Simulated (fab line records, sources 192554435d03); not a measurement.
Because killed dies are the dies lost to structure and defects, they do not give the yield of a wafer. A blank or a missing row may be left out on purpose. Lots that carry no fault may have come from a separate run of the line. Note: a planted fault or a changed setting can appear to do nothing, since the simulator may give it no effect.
Matching of chambers    flow n5Finfet    4 sister chambers for N5_BEOL_M9_DESCUM_16 on rieDiel-01
The step chemistry O2, time 7.9 s. 4 wafers are shown with their chamber, then 9 later ones without.

WAFERS PAIRED WITH THEIR CHAMBERS
wafer   chamber  drypumpMotorCurrentA (A)
L089.6  2        5.2
L091.2  3        5.6
L093.2  0        5.0
L093.6  1        5.7

WAFERS WITHOUT THEIR CHAMBER
wafer   drypumpMotorCurrentA (A)
L094.1  5.6
L094.4  5.8
L094.5  5.2
L095.1  5.2
L095.3  5.6
L095.4  5.0
L097.2  5.0
L097.3  5.8
L097.5  5.2

CHAMBER TAKEN BY EACH
wafer   from the rows above  in truth
L094.1  3                    3
L094.4  1                    1
L094.5  2                    2
L095.1  2                    2
L095.3  3                    3
L095.4  0                    0
L097.2  0                    0
L097.3  1                    1
L097.5  2                    2
Correctly placed: 9 of 9. Not placeable from these rows: 0. Wrongly placed: 0.
How it was worked out, from the rows above alone: a wafer's distance from a chamber is the root of the sum, over the readings, of the square of ((its reading less the chamber's mean) divided by the reading's scatter). The wafer belongs to the nearest chamber; if the next one is less than 2 further off, it can't be placed. The mean given for a chamber averages the wafers shown for that chamber. The scatter: root of mean squared gap, hidden wafer to nearest shown wafer, with one shown wafer a chamber.
